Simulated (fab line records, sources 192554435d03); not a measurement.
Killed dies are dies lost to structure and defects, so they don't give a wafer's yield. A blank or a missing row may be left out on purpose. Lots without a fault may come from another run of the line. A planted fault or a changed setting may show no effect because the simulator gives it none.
Which tool did it? | flow n5_finfet | 8 lots, 23 wafers sampled, at 7 steps of a route of 1938

WHAT THE GAUGES READ, wafer by wafer
N5_FIN_SAQP_CD_MEAS_37: target cd 8 nm.
lot  | measured    | on        | cd_nm (nm)
L833 | day 2 08:04 | cd_sem-01 | 8.38 8.31 8.35
L844 | day 5 05:05 | cd_sem-01 | 7.69 8.36 8.14
L846 | day 5 14:11 | cd_sem-03 | 7.90 7.79 7.77
L847 | day 5 19:56 | cd_sem-01 | 7.73 8.15 8.55
L848 | day 6 02:48 | cd_sem-01 | 8.43 8.16 7.90
L851 | day 6 20:08 | cd_sem-02 | 7.62 8.09
L852 | day 7 02:56 | cd_sem-02 | 7.95 7.93 8.03
L854 | day 7 14:26 | cd_sem-01 | 7.97 8.39 7.72

N5_FIN_SAQP_INSPECT_40: inspects for defects (brightfield).
lot  | measured    | on                | raw_defect_count
L833 | day 2 08:11 | defect_inspect-01 | 205 169 150
L844 | day 5 05:13 | defect_inspect-01 | 484 367 345
L846 | day 5 14:19 | defect_inspect-02 | 812 834 788
L847 | day 5 20:04 | defect_inspect-01 | 816 898 806
L848 | day 6 02:56 | defect_inspect-02 | 206 232 168
L851 | day 6 20:16 | defect_inspect-01 | 190 230
L852 | day 7 03:04 | defect_inspect-01 | 232 181 313
L854 | day 7 14:34 | defect_inspect-01 | 310 231 229

N5_FIN_CUT_INSPECT_10: inspects for defects (brightfield).
lot  | measured    | on                | raw_defect_count
L833 | day 2 08:35 | defect_inspect-02 | 40 20 25
L844 | day 5 05:44 | defect_inspect-02 | 78 56 54
L846 | day 5 14:50 | defect_inspect-01 | 230 279 217
L847 | day 5 20:29 | defect_inspect-01 | 233 239 254
L848 | day 6 03:29 | defect_inspect-01 | 37 50 27
L851 | day 6 20:47 | defect_inspect-01 | 44 46
L852 | day 7 03:35 | defect_inspect-02 | 43 30 46
L854 | day 7 15:05 | defect_inspect-02 | 45 32 35

N5_BEOL_M4_RC_MEAS_101.
lot  | measured     | on        | DIBL_N (mV/V)  | DIBL_P (mV/V)  | IOFF_N (nA/um) | IOFF_P (nA/um) | ION_N (uA/um) | ION_P (uA/um) | SS_N (mV/dec)  | SS_P (mV/dec)  | VT_N (mV)   | VT_P (mV)
L833 | day 8 06:00  | prober-02 | 39.4 36.0 39.1 | 40.9 36.5 40.4 | 0.23 0.15 0.22 | 0.26 0.19 0.26 | 693 689 707   | 469 470 475   | 72.7 71.2 72.4 | 73.6 72.8 74.9 | 245 248 247 | -249 -252 -249
L844 | day 11 06:01 | prober-01 | 36.2 38.2 35.7 | 35.9 37.9 34.8 | 0.16 0.21 0.16 | 0.22 0.26 0.21 | 670 703 683   | 471 478 461   | 71.7 71.6 71.2 | 73.3 73.4 72.6 | 251 245 249 | -246 -245 -251
L846 | day 11 12:26 | prober-02 | 37.0 34.1 35.9 | 37.2 33.6 35.8 | 0.17 0.12 0.15 | 0.24 0.17 0.21 | 696 655 687   | 474 457 474   | 71.3 70.9 70.9 | 72.7 72.2 73.0 | 247 253 252 | -248 -253 -252
L847 | day 11 23:55 | prober-01 | 35.3 39.3 34.5 | 35.0 39.7 34.1 | 0.14 0.23 0.14 | 0.22 0.30 0.21 | 673 675 684   | 471 467 477   | 71.3 72.1 70.8 | 72.7 73.5 72.3 | 249 247 248 | -248 -242 -248
L848 | day 12 12:00 | prober-02 | 33.3 38.0 34.9 | 33.1 38.7 33.5 | 0.13 0.20 0.13 | 0.18 0.27 0.17 | 667 680 664   | 452 462 451   | 70.4 72.8 72.6 | 72.3 73.7 73.3 | 250 247 253 | -254 -248 -250
L851 | day 12 20:45 | prober-01 | 36.2 37.4      | 37.2 38.7      | 0.15 0.18      | 0.19 0.21      | 660 691       | 455 469       | 71.9 71.7      | 73.4 73.3      | 251 248     | -253 -250
L852 | day 12 23:37 | prober-02 | 36.1 34.5 33.7 | 38.5 35.5 33.6 | 0.17 0.14 0.12 | 0.24 0.20 0.17 | 673 666 662   | 474 462 456   | 71.7 72.0 71.0 | 74.1 73.4 72.7 | 250 250 252 | -250 -251 -255
L854 | day 13 23:06 | prober-01 | 36.3 39.6 36.0 | 35.1 39.1 34.1 | 0.13 0.19 0.12 | 0.21 0.27 0.19 | 647 680 656   | 451 464 458   | 71.1 72.3 71.3 | 72.2 73.1 72.6 | 254 246 256 | -247 -248 -253

WHICH TOOL RAN EACH LOT (tool, then ch and the chambers of the sampled wafers, then the start)
lot  | N5_FIN_SAQP_ETCH_57               | N5_FIN_SAQP_SPACER2_ETCHBACK_29   | N5_FIN_SAQP_STRIP_77
L833 | rie_diel-04 ch 0,1,3, day 2 06:07 | rie_diel-01 ch 0,3, day 2 07:25   | rie_diel-01 ch 1,3, day 2 07:45
L844 | rie_diel-04 ch 0,1, day 5 00:45   | rie_diel-01 ch 1,2, day 5 04:22   | rie_diel-01 ch 0,1,2, day 5 04:46
L846 | rie_diel-01 ch 2,3, day 5 12:14   | rie_diel-04 ch 0,1,2, day 5 13:32 | rie_diel-05 ch 0,1, day 5 13:53
L847 | rie_diel-01 ch 0,2, day 5 17:51   | rie_diel-05 ch 0,2, day 5 19:18   | rie_diel-01 ch 0,1,2, day 5 19:38
L848 | rie_diel-05 ch 2,3, day 6 00:41   | rie_diel-04 ch 1,3, day 6 02:04   | rie_diel-01 ch 1,3, day 6 02:29
L851 | rie_diel-04 ch 2,3, day 6 18:10   | rie_diel-05 ch 1,3, day 6 19:28   | rie_diel-01 ch 0,2, day 6 19:49
L852 | rie_diel-01 ch 0,1,3, day 7 00:46 | rie_diel-04 ch 2,3, day 7 02:05   | rie_diel-05 ch 2,3, day 7 02:37
L854 | rie_diel-01 ch 0,1,2, day 7 12:25 | rie_diel-05 ch 0,1, day 7 13:44   | rie_diel-01 ch 1,2,3, day 7 14:07
- N5_FIN_SAQP_ETCH_57: etches SiNx in CH3F/O2, target depth 32.5 nm, time 46.4 s.
- N5_FIN_SAQP_SPACER2_ETCHBACK_29: etches SiO2 in CHF3/O2, target depth 12.2 nm, time 6.1 s.
- N5_FIN_SAQP_STRIP_77: strips in N2/H2, time 90 s.

WHAT THE TOOLS THEMSELVES READ (means of the sampled wafers that have a number; where no wafer has one, the mark that the record gives instead)
N5_FIN_SAQP_ETCH_57.
lot  | tool        | O2_flow_sccm (sccm) | chamber_pressure_mTorr (mTorr) | drypump_motor_current_A (A) | etch_rf_on_time_s (s) | oes_ar_750_au (a.u.) | oes_product_au (a.u.) | rf_vpp_V (V) | showerhead_plenum_p_Torr (Torr) | throttle_valve_pct (%)
L833 | rie_diel-04 | 19.96               | 30.007                         | 5.6                         | 46.5                  | 0.71                 | 0.60                  | 296          | 2.03                            | 16.40
L844 | rie_diel-04 | 19.96               | 29.987                         | 5.7                         | 48.1                  | 0.70                 | 0.59                  | 296          | 1.97                            | 16.52
L846 | rie_diel-01 | 20.00               | 29.971                         | 5.7                         | 46.7                  | 0.76                 | 0.67                  | 317          | 2.06                            | 16.36
L847 | rie_diel-01 | 20.03               | 29.976                         | 5.8                         | 45.5                  | 0.91                 | 0.79                  | 318          | 1.99                            | 16.07
L848 | rie_diel-05 | 19.96               | 30.007                         | 5.5                         | 45.7                  | 0.78                 | 0.66                  | 294          | 1.92                            | 16.59
L851 | rie_diel-04 | 20.05               | 29.967                         | 5.3                         | 46.3                  | 0.70                 | 0.59                  | 304          | 2.06                            | 16.53
L852 | rie_diel-01 | 20.10               | 29.999                         | 5.7                         | 47.0                  | 0.78                 | 0.69                  | 310          | 2.01                            | 16.30
L854 | rie_diel-01 | 19.96               | 30.003                         | 5.5                         | 46.4                  | 0.83                 | 0.72                  | 309          | 2.00                            | 16.23

N5_FIN_SAQP_SPACER2_ETCHBACK_29.
lot  | tool        | O2_flow_sccm (sccm) | chamber_pressure_mTorr (mTorr) | drypump_motor_current_A (A) | oes_ar_750_au (a.u.) | oes_product_au (a.u.) | rf_vpp_V (V) | showerhead_plenum_p_Torr (Torr) | throttle_valve_pct (%)
L833 | rie_diel-01 | 5.002               | 29.99                          | 5.9                         | 0.71                 | 0.73                  | 564          | 2.46                            | 18.95
L844 | rie_diel-01 | 4.994               | 29.98                          | 5.3                         | 0.80                 | 0.81                  | 528          | 2.43                            | 18.89
L846 | rie_diel-04 | 4.992               | 30.02                          | 5.8                         | 0.69                 | 0.69                  | 536          | 2.44                            | 19.17
L847 | rie_diel-05 | 5.008               | 30.00                          | 5.1                         | 0.75                 | 0.76                  | 514          | 2.27                            | 19.06
L848 | rie_diel-04 | 4.986               | 30.00                          | 5.2                         | 0.70                 | 0.69                  | 515          | 2.42                            | 18.89
L851 | rie_diel-05 | 4.991               | 29.96                          | 5.2                         | 0.76                 | 0.76                  | 518          | 2.42                            | 18.79
L852 | rie_diel-04 | 5.012               | 30.01                          | 5.5                         | 0.70                 | 0.70                  | 541          | 2.49                            | 19.16
L854 | rie_diel-05 | 4.999               | 30.01                          | 5.3                         | 0.77                 | 0.77                  | 519          | 2.34                            | 18.80

N5_FIN_SAQP_STRIP_77.
lot  | tool        | bias_power_w (W) | chamber_pressure_mTorr (mTorr) | drypump_motor_current_A (A) | oes_product_au (a.u.) | rf_vpp_V (V) | showerhead_plenum_p_Torr (Torr) | throttle_valve_pct (%)
L833 | rie_diel-01 | 3.000            | 100.03                         | 5.4                         | 0.81                  | 45.3         | 3.44                            | 12.20
L844 | rie_diel-01 | 2.990            | 99.96                          | 5.5                         | 0.89                  | 44.9         | 3.36                            | 11.95
L846 | rie_diel-05 | -                | -                              | -                           | -                     | -            | -                               | -
L847 | rie_diel-01 | -                | -                              | -                           | -                     | -            | -                               | -
L848 | rie_diel-01 | 2.998            | 99.93                          | 5.5                         | 0.77                  | 44.5         | 3.42                            | 12.28
L851 | rie_diel-01 | 2.997            | 100.00                         | 5.7                         | 0.91                  | 45.2         | 3.35                            | 11.86
L852 | rie_diel-05 | 3.000            | 99.92                          | 5.2                         | 0.74                  | 45.1         | 3.35                            | 12.36
L854 | rie_diel-01 | 3.003            | 100.04                         | 5.5                         | 0.78                  | 45.5         | 3.43                            | 12.19

THE ANSWER, worked out from the rows above alone
Rule: what is usual is taken from the lots themselves. Put in order of their means at a reading, lots are off if they are a third of the lots or fewer, leave a main group of 4 or more, and stand apart from it by a gap of 3 or more times the standard deviation of the main group's means; of several such gaps the widest counts. A main group whose means are all the same, to the digits that the tables above print for the reading, isn't used. A lot without any number at a reading at which 4 lots or more have one is off too. The other lots that the step has rows for count as sound. The gauges are gone through in route order, then the tools' own readings, and for those a lot's mean is taken as printed above. The first step at which some lot is off is used, and at that step the reading that is off furthest; a lot without a number counts as furthest.
Off: L846, L847, at N5_FIN_SAQP_INSPECT_40 (raw_defect_count). The main group: mean 247, standard deviation 73.
A tool fits if, at a process step before that reading, it ran every lot that is off, and no sound lot after the first of them. The gauges at N5_FIN_SAQP_INSPECT_40 aren't tried: what is off there is off at N5_FIN_SAQP_STRIP_77 too, on other tools, and a gauge's error can't cause that. None of those tried fits.

WHAT THE SIMULATOR HAD PUT IN
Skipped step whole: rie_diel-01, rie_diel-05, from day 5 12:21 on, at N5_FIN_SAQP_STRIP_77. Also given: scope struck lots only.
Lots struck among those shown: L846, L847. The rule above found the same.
